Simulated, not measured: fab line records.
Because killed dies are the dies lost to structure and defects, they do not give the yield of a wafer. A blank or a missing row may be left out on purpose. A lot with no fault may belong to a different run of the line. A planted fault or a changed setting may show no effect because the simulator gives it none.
Matching of chambers | flow n5-finfet | N5_FIN_CUT_STRIP_24 on rie-diel-04: 4 sister chambers
The step strips in CF4. 8 wafers are shown with their chamber, then 9 later ones without.

== WAFERS, EACH WITH ITS CHAMBER ==
wafer  | chamber | drypump-motor-current-A (A) | throttle-valve-pct (%)
L083.6 | 1       | 5.7                         | 13.23
L085.5 | 1       | 5.7                         | 13.21
L088.2 | 3       | 6.5                         | 13.69
L088.3 | 2       | 5.8                         | 13.81
L088.5 | 0       | 5.8                         | 13.86
L089.1 | 3       | 6.5                         | 13.68
L089.2 | 0       | 5.8                         | 13.87
L089.5 | 2       | 5.7                         | 13.82

== WAFERS WITHOUT THEIR CHAMBER ==
wafer  | drypump-motor-current-A (A) | throttle-valve-pct (%)
L093.1 | 6.5                         | 13.70
L093.3 | 5.7                         | 13.24
L093.6 | 5.7                         | 13.24
L094.2 | 5.8                         | 13.87
L094.3 | 5.7                         | 13.24
L094.5 | 5.8                         | 13.89
L097.1 | 6.5                         | 13.71
L097.2 | 5.7                         | 13.27
L097.3 | 5.7                         | 13.84

== CHAMBER TAKEN BY EACH ==
wafer  | from the rows above     | in truth
L093.1 | 3                       | 3
L093.3 | 1                       | 1
L093.6 | 1                       | 1
L094.2 | 0                       | 0
L094.3 | 1                       | 1
L094.5 | 0                       | 0
L097.1 | 3                       | 3
L097.2 | 1                       | 1
L097.3 | can't be placed: 2 or 0 | 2
Correctly placed: 8 of 9. Unplaceable from these rows: 1, with the true chamber sitting among the candidates in 1. Placed wrongly: 0.
How it was worked out, from the rows above alone: a wafer's distance from a chamber is the root of the sum, over the readings, of the square of ((its reading less the chamber's mean) divided by the reading's scatter). The wafer belongs to the nearest chamber; if the next one is less than 2 further off, it can't be placed. The mean given for a chamber averages the wafers shown for that chamber. The scatter: take each reading less its chamber's mean, square it, sum over the shown wafers, divide by the number of wafers less the number of chambers, and take the root.
